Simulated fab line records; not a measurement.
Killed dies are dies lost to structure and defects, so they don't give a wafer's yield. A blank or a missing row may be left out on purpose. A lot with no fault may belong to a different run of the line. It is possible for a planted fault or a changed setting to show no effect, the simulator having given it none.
Matching of chambers || flow n5 finfet || rie diel-05 running N5_BEOL_M0_SAQP_ETCH_83: 4 sister chambers
The step etches SiARC in CF4, target depth 39 nm, time 65 s. 20 wafers are shown with their chamber, then 10 later ones without.

== WAFERS, EACH WITH ITS CHAMBER ==
{"wafer": "L075.1", "chamber": 2, "throttle valve pct (%)": 15.47, "showerhead plenum p Torr (Torr)": 2.18, "drypump motor current A (A)": 5.1}
{"wafer": "L075.2", "chamber": 1, "throttle valve pct (%)": 15.71, "showerhead plenum p Torr (Torr)": 2.05, "drypump motor current A (A)": 5.6}
{"wafer": "L075.3", "chamber": 0, "throttle valve pct (%)": 16.01, "showerhead plenum p Torr (Torr)": 2.22, "drypump motor current A (A)": 6.0}
{"wafer": "L077.1", "chamber": 3, "throttle valve pct (%)": 15.31, "showerhead plenum p Torr (Torr)": 2.09, "drypump motor current A (A)": 5.7}
{"wafer": "L077.2", "chamber": 1, "throttle valve pct (%)": 15.71, "showerhead plenum p Torr (Torr)": 2.05, "drypump motor current A (A)": 5.5}
{"wafer": "L077.3", "chamber": 2, "throttle valve pct (%)": 15.48, "showerhead plenum p Torr (Torr)": 2.18, "drypump motor current A (A)": 5.1}
{"wafer": "L077.4", "chamber": 0, "throttle valve pct (%)": 16.01, "showerhead plenum p Torr (Torr)": 2.21, "drypump motor current A (A)": 6.0}
{"wafer": "L077.5", "chamber": 2, "throttle valve pct (%)": 15.47, "showerhead plenum p Torr (Torr)": 2.18, "drypump motor current A (A)": 5.1}
{"wafer": "L077.6", "chamber": 3, "throttle valve pct (%)": 15.32, "showerhead plenum p Torr (Torr)": 2.09, "drypump motor current A (A)": 5.6}
{"wafer": "L078.1", "chamber": 1, "throttle valve pct (%)": 15.72, "showerhead plenum p Torr (Torr)": 2.05, "drypump motor current A (A)": 5.6}
{"wafer": "L078.2", "chamber": 0, "throttle valve pct (%)": 16.01, "showerhead plenum p Torr (Torr)": 2.21, "drypump motor current A (A)": 6.0}
{"wafer": "L078.5", "chamber": 0, "throttle valve pct (%)": 16.01, "showerhead plenum p Torr (Torr)": 2.21, "drypump motor current A (A)": 5.9}
{"wafer": "L082.3", "chamber": 1, "throttle valve pct (%)": 15.73, "showerhead plenum p Torr (Torr)": 2.05, "drypump motor current A (A)": 5.5}
{"wafer": "L082.4", "chamber": 2, "throttle valve pct (%)": 15.48, "showerhead plenum p Torr (Torr)": 2.18, "drypump motor current A (A)": 5.1}
{"wafer": "L082.5", "chamber": 1, "throttle valve pct (%)": 15.73, "showerhead plenum p Torr (Torr)": 2.05, "drypump motor current A (A)": 5.5}
{"wafer": "L084.2", "chamber": 3, "throttle valve pct (%)": 15.36, "showerhead plenum p Torr (Torr)": 2.08, "drypump motor current A (A)": 5.6}
{"wafer": "L084.5", "chamber": 1, "throttle valve pct (%)": 15.74, "showerhead plenum p Torr (Torr)": 2.04, "drypump motor current A (A)": 5.5}
{"wafer": "L084.6", "chamber": 2, "throttle valve pct (%)": 15.50, "showerhead plenum p Torr (Torr)": 2.17, "drypump motor current A (A)": 5.1}
{"wafer": "L089.1", "chamber": 2, "throttle valve pct (%)": 15.49, "showerhead plenum p Torr (Torr)": 2.17, "drypump motor current A (A)": 5.1}
{"wafer": "L089.5", "chamber": 3, "throttle valve pct (%)": 15.37, "showerhead plenum p Torr (Torr)": 2.08, "drypump motor current A (A)": 5.7}

SIGNATURES, as means of the wafers listed above
{"reading": "throttle valve pct", "chamber 0": 16.0100, "chamber 1": 15.7233, "chamber 2": 15.4817, "chamber 3": 15.3400, "scatter within a chamber": 0.0158}
{"reading": "showerhead plenum p Torr", "chamber 0": 2.2125, "chamber 1": 2.0483, "chamber 2": 2.1767, "chamber 3": 2.0850, "scatter within a chamber": 0.00495}
{"reading": "drypump motor current A", "chamber 0": 5.975, "chamber 1": 5.533, "chamber 2": 5.100, "chamber 3": 5.650, "scatter within a chamber": 0.0439}
Rule: distance of a wafer from a chamber = root of the sum over the readings of ((wafer's reading minus chamber's mean) / reading's scatter) squared. If the next closest chamber is less than 2 further off than the closest, the wafer can't be placed; otherwise it belongs to the closest. How the scatter is found: for the shown wafers, subtract from each reading the mean of its chamber, square and add these, divide the total by (wafers less chambers), then take the root.

== WAFERS MISSING THEIR CHAMBER ==
{"wafer": "L089.6", "throttle valve pct (%)": 16.04, "showerhead plenum p Torr (Torr)": 2.21, "drypump motor current A (A)": 6.0}
{"wafer": "L090.3", "throttle valve pct (%)": 15.76, "showerhead plenum p Torr (Torr)": 2.04, "drypump motor current A (A)": 5.5}
{"wafer": "L090.5", "throttle valve pct (%)": 15.39, "showerhead plenum p Torr (Torr)": 2.08, "drypump motor current A (A)": 5.6}
{"wafer": "L090.6", "throttle valve pct (%)": 16.05, "showerhead plenum p Torr (Torr)": 2.21, "drypump motor current A (A)": 6.0}
{"wafer": "L091.1", "throttle valve pct (%)": 16.07, "showerhead plenum p Torr (Torr)": 2.21, "drypump motor current A (A)": 6.0}
{"wafer": "L091.4", "throttle valve pct (%)": 15.76, "showerhead plenum p Torr (Torr)": 2.04, "drypump motor current A (A)": 5.5}
{"wafer": "L091.5", "throttle valve pct (%)": 16.05, "showerhead plenum p Torr (Torr)": 2.21, "drypump motor current A (A)": 6.0}
{"wafer": "L097.1", "throttle valve pct (%)": 15.39, "showerhead plenum p Torr (Torr)": 2.07, "drypump motor current A (A)": 5.7}
{"wafer": "L097.3", "throttle valve pct (%)": 16.05, "showerhead plenum p Torr (Torr)": 2.20, "drypump motor current A (A)": 6.0}
{"wafer": "L097.5", "throttle valve pct (%)": 15.54, "showerhead plenum p Torr (Torr)": 2.17, "drypump motor current A (A)": 5.1}

== THE CHAMBER EACH PASSED THROUGH ==
{"wafer": "L089.6", "from the rows above": 0, "in truth": 0}
{"wafer": "L090.3", "from the rows above": 1, "in truth": 1}
{"wafer": "L090.5", "from the rows above": 3, "in truth": 3}
{"wafer": "L090.6", "from the rows above": 0, "in truth": 0}
{"wafer": "L091.1", "from the rows above": 0, "in truth": 0}
{"wafer": "L091.4", "from the rows above": 1, "in truth": 1}
{"wafer": "L091.5", "from the rows above": 0, "in truth": 0}
{"wafer": "L097.1", "from the rows above": 3, "in truth": 3}
{"wafer": "L097.3", "from the rows above": 0, "in truth": 0}
{"wafer": "L097.5", "from the rows above": 2, "in truth": 2}
Placed correctly: 10 of 10. From these rows, 0 cannot be placed. Placed wrongly: 0.
